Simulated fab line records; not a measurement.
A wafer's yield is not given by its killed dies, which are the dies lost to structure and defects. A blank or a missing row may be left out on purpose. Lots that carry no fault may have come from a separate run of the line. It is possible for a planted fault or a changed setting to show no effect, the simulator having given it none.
fab line records / flow nand-harc
record lots=6 wafers=18 last-day=22
route steps=1159 shown P_START@1 P_ZERO_WELL@2 END@1159
lots that met no fault: from a run of the same line without faults
start-h: hours from the record's first day to the start of the lot's first wafer shown / wait-h: hours since the lot's step before / " unchanged from the row above / L1.1+2: several wafers, shown together as one row / - no value, or no start was given / * or withheld: withheld / < > ~ a bound
route shown NAME@n: names a module that has steps shown in the file, with the first one's number in the route / usual: average and standard deviation across the fault-free wafers / same: alike in all rows / chamber/n: place in a boat / sites: the reading at each site / _std_site: standard deviation of those values / _edge_site: the outer-site mean with the inner-site mean subtracted / radius-mm: how far each site lies from the wafer's centre / mask NAME#n: copy n / behind: the tool/chamber that last shaped the wafer / hold: the reason the lot was held/the length of the hold in hours/how it ended / device: whichever transistor did not switch (one of n, p or np) / end of line: tests of these same wafers at the route's end / step lacking rows: just its recipe / killed: the dies lost at the first sort to structure and to defects; this is not the yield of the wafer / map: the dies of a wafer, with x for killed, . for not killed, _ for no die there
set.NAME: the setting as run; set.NAME@STEP: as run at that earlier step / model.NAME: the simulator's own value behind a step, which no gauge read
lots at some steps of the route; a table a step, a row a wafer
services: the hour from which a tool's chamber was out of use, counted from the record's first day as start-h (under 0 if before that day), plus the number of hours and why
## steps
# step NHARC_P_START_INSPECT_01
# usual raw-defect-count=3.8/1.8
lot.wafer=L872.2 tool=defect-inspect-01 chamber=- start-h=12.04 wait-h=- raw-defect-count=4
lot.wafer=L872.3 tool=defect-inspect-01 chamber=- start-h=12.04 wait-h=- raw-defect-count=4
lot.wafer=L872.5 tool=defect-inspect-01 chamber=- start-h=12.04 wait-h=- raw-defect-count=4
lot.wafer=L877.1 tool=defect-inspect-02 chamber=- start-h=42.04 wait-h=- raw-defect-count=3
lot.wafer=L877.3 tool=defect-inspect-02 chamber=- start-h=42.04 wait-h=- raw-defect-count=5
lot.wafer=L877.5 tool=defect-inspect-02 chamber=- start-h=42.04 wait-h=- raw-defect-count=2
lot.wafer=L880.1 tool=defect-inspect-01 chamber=- start-h=60.04 wait-h=- raw-defect-count=5
lot.wafer=L880.3 tool=defect-inspect-01 chamber=- start-h=60.04 wait-h=- raw-defect-count=2
lot.wafer=L880.5 tool=defect-inspect-01 chamber=- start-h=60.04 wait-h=- raw-defect-count=6
lot.wafer=L884.3 tool=defect-inspect-01 chamber=- start-h=84.04 wait-h=- raw-defect-count=3
lot.wafer=L884.5 tool=defect-inspect-01 chamber=- start-h=84.04 wait-h=- raw-defect-count=4
lot.wafer=L884.6 tool=defect-inspect-01 chamber=- start-h=84.04 wait-h=- raw-defect-count=3
lot.wafer=L885.1 tool=defect-inspect-01 chamber=- start-h=90.03 wait-h=- raw-defect-count=3
lot.wafer=L885.4 tool=defect-inspect-01 chamber=- start-h=90.03 wait-h=- raw-defect-count=4
lot.wafer=L885.5 tool=defect-inspect-01 chamber=- start-h=90.03 wait-h=- raw-defect-count=5
lot.wafer=L886.2 tool=defect-inspect-02 chamber=- start-h=96.04 wait-h=- raw-defect-count=6
lot.wafer=L886.3 tool=defect-inspect-02 chamber=- start-h=96.04 wait-h=- raw-defect-count=4
lot.wafer=L886.6 tool=defect-inspect-02 chamber=- start-h=96.04 wait-h=- raw-defect-count=5
# step NHARC_P_ZERO_WELL_PRECLEAN_00
# recipe time-s=600 temp-c=120 chemistry=SPM
# step NHARC_P_ZERO_WELL_SRD_01
# step NHARC_P_ZERO_WELL_PECVD_02
# recipe target-thk-a=100 temp-c=400 pressure-torr=6.5 rf-w=withheld teos-flow-sccm=withheld flow-sccm=2650 target-thk-nm=10 gas=O2 material=SiO2
# step NHARC_P_ZERO_WELL_DEHYDRATE_03
# recipe temp-c=150 time-s=120
# step NHARC_P_ZERO_WELL_HMDS_04
# recipe time-s=30
# step NHARC_P_ZERO_WELL_COAT_64
# recipe temp-c=200 time-s=65
# step NHARC_P_ZERO_WELL_COAT_05
# recipe spin-rpm=2000 resist-thk-nm=600
# step NHARC_P_ZERO_WELL_SOFTBAKE_06
# recipe temp-c=125 time-s=70
# step NHARC_P_ZERO_WELL_EBR_07
# step NHARC_P_ZERO_WELL_EXPOSE_08
# recipe na=0.55 target-cd-nm=500 dose-mj=33.8 mask-id=P_ZERO
# step NHARC_P_ZERO_WELL_PEB_09
# recipe peb-temp-c=128 peb-time-s=80
# usual plate-temp-C=127.98/0.14
lot.wafer=L872.2 tool=litho-track-03 chamber=0 start-h=13.17 wait-h=0.1 plate-temp-C=127.97
lot.wafer=L872.3 tool=litho-track-03 chamber=0 start-h=13.17 wait-h=0.1 plate-temp-C=127.99
lot.wafer=L872.5 tool=litho-track-03 chamber=0 start-h=13.17 wait-h=0.1 plate-temp-C=128.06
lot.wafer=L877.1 tool=litho-track-02 chamber=0 start-h=43.16 wait-h=0.1 plate-temp-C=127.87
lot.wafer=L877.3 tool=litho-track-02 chamber=0 start-h=43.16 wait-h=0.1 plate-temp-C=128.09
lot.wafer=L877.5 tool=litho-track-02 chamber=0 start-h=43.16 wait-h=0.1 plate-temp-C=127.70
lot.wafer=L880.1 tool=litho-track-02 chamber=0 start-h=61.19 wait-h=0.1 plate-temp-C=128.06
lot.wafer=L880.3 tool=litho-track-02 chamber=0 start-h=61.19 wait-h=0.1 plate-temp-C=128.22
lot.wafer=L880.5 tool=litho-track-02 chamber=0 start-h=61.19 wait-h=0.1 plate-temp-C=127.92
lot.wafer=L884.3 tool=litho-track-02 chamber=0 start-h=85.16 wait-h=0.1 plate-temp-C=128.01
lot.wafer=L884.5 tool=litho-track-02 chamber=0 start-h=85.16 wait-h=0.1 plate-temp-C=127.97
lot.wafer=L884.6 tool=litho-track-02 chamber=0 start-h=85.16 wait-h=0.1 plate-temp-C=128.27
lot.wafer=L885.1 tool=litho-track-03 chamber=0 start-h=91.15 wait-h=0.1 plate-temp-C=128.03
lot.wafer=L885.4 tool=litho-track-03 chamber=0 start-h=91.15 wait-h=0.1 plate-temp-C=127.99
lot.wafer=L885.5 tool=litho-track-03 chamber=0 start-h=91.15 wait-h=0.1 plate-temp-C=128.00
lot.wafer=L886.2 tool=litho-track-03 chamber=0 start-h=97.16 wait-h=0.1 plate-temp-C=127.96
lot.wafer=L886.3 tool=litho-track-03 chamber=0 start-h=97.16 wait-h=0.1 plate-temp-C=128.16
lot.wafer=L886.6 tool=litho-track-03 chamber=0 start-h=97.16 wait-h=0.1 plate-temp-C=127.80
# step NHARC_P_ZERO_WELL_DEVELOP_10
# recipe time-s=50 dev-temp-c=22
# step NHARC_P_ZERO_WELL_CD_MEAS_11
# recipe target-cd-nm=500 landing-energy-ev=500
# usual cd-nm=500.5/1.6
lot.wafer=L872.2 tool=cd-sem-01 chamber=0 start-h=13.25 wait-h=- cd-nm=501.6
lot.wafer=L872.3 tool=cd-sem-01 chamber=0 start-h=13.25 wait-h=- cd-nm=501.2
lot.wafer=L872.5 tool=cd-sem-01 chamber=0 start-h=13.25 wait-h=- cd-nm=499.9
lot.wafer=L877.1 tool=cd-sem-03 chamber=0 start-h=43.25 wait-h=- cd-nm=498.0
lot.wafer=L877.3 tool=cd-sem-03 chamber=0 start-h=43.25 wait-h=- cd-nm=500.4
lot.wafer=L877.5 tool=cd-sem-03 chamber=0 start-h=43.25 wait-h=- cd-nm=497.4
lot.wafer=L880.1 tool=cd-sem-01 chamber=0 start-h=61.27 wait-h=- cd-nm=505.9
lot.wafer=L880.3 tool=cd-sem-01 chamber=0 start-h=61.27 wait-h=- cd-nm=500.4
lot.wafer=L880.5 tool=cd-sem-01 chamber=0 start-h=61.27 wait-h=- cd-nm=500.3
lot.wafer=L884.3 tool=cd-sem-03 chamber=0 start-h=85.25 wait-h=- cd-nm=499.3
lot.wafer=L884.5 tool=cd-sem-03 chamber=0 start-h=85.25 wait-h=- cd-nm=500.2
lot.wafer=L884.6 tool=cd-sem-03 chamber=0 start-h=85.25 wait-h=- cd-nm=505.4
lot.wafer=L885.1 tool=cd-sem-01 chamber=0 start-h=91.25 wait-h=- cd-nm=500.3
lot.wafer=L885.4 tool=cd-sem-01 chamber=0 start-h=91.25 wait-h=- cd-nm=500.8
lot.wafer=L885.5 tool=cd-sem-01 chamber=0 start-h=91.25 wait-h=- cd-nm=502.1
lot.wafer=L886.2 tool=cd-sem-03 chamber=0 start-h=97.26 wait-h=- cd-nm=501.0
lot.wafer=L886.3 tool=cd-sem-03 chamber=0 start-h=97.26 wait-h=- cd-nm=498.7
lot.wafer=L886.6 tool=cd-sem-03 chamber=0 start-h=97.26 wait-h=- cd-nm=498.0
# step NHARC_P_ZERO_WELL_HARDBAKE_12
# recipe temp-c=118 time-s=65
# step NHARC_END_SORT_01
# recipe temp-c=25
# usual killed-at-array=26/9.9 killed-at-other=0.8/1 killed-at-periphery=2.8/2.2 killed-dies=29/9.9 killed-open=3.2/1.8 killed-short=2.1/1.4
# same gross-dies=677
lot.wafer=L884.3 tool=prober-02 chamber=0 start-h=519.05 wait-h=3.1 killed-at-array=29 killed-at-other=0 killed-at-periphery=2 killed-dies=31 killed-open=4 killed-short=1
lot.wafer=L884.5 tool=prober-02 chamber=0 start-h=520.65 wait-h=3.7 killed-at-array=19 killed-at-other=0 killed-at-periphery=1 killed-dies=20 killed-open=4 killed-short=1
lot.wafer=L884.6 tool=prober-02 chamber=0 start-h=521.44 wait-h=4.0 killed-at-array=32 killed-at-other=0 killed-at-periphery=2 killed-dies=34 killed-open=3 killed-short=3
# killed by level:class
L884.3 A_STAIRCASE:chamber-film-flake=8 A_M1:chamber-film-flake=6 A_SLIT:chamber-film-flake=6 A_CHANNEL_HOLE_D1:chamber-film-flake=5 P_CONTACT:geometric-particle:open=2 A_M0:geometric-particle:open=2 A_ONON_D1:geometric-particle:short=1 A_SGD_CUT:chamber-film-flake=1
L884.5 A_CHANNEL_HOLE_D1:chamber-film-flake=5 A_SLIT:chamber-film-flake=5 A_CONTACT:chamber-film-flake=3 A_CHANNEL_FILL_D1:geometric-particle:open=1 A_WL_FILL:geometric-particle:open=1 A_CONTACT:geometric-particle:open=1 A_BLC:geometric-particle:open=1 A_M0:geometric-particle:short=1
L884.6 A_CHANNEL_HOLE_D1:chamber-film-flake=9 A_STAIRCASE:chamber-film-flake=4 A_SLIT:chamber-film-flake=4 A_CONTACT:chamber-film-flake=4 A_M1:chamber-film-flake=4 P_GATE:geometric-particle:short=1 A_CHANNEL_HOLE_D1:geometric-particle:open=1 A_CHANNEL_FILL_D1:geometric-particle:open=1
## services
tool=litho-track-02 chamber=- start-h=-10.00 hours=7.0 kind=pm
tool=litho-track-03 chamber=- start-h=38.00 hours=7.0 kind=pm
## key
first-sign step=NHARC_P_ZERO_WELL_CD_MEAS_11 reading=cd-nm direction=up sigmas=3.3 usual=500.5 struck=505.6
effect none on later readings
met-at NHARC_P_ZERO_WELL_PEB_09
struck-wafers L880.1,L884.6
tester-left-out L880,L884
onset-between 43.16 61.19
fault kind=process-parameter-drift tool=litho-track-02 chamber=- onset-h=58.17 steps=NHARC_P_ZERO_WELL_PEB_09 channel=peb-time-s offset=* shape=step end-h=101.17 scope=struck-wafers-only acts-in=* stated=*
# tester-left-out: of these lots the tester's yield and bins aren't shown, on N5 and GAA mostly nor the transistor test; their killed dies are dies lost to structure and defects alone, not to doping, threshold or leakage, so they don't give the yield
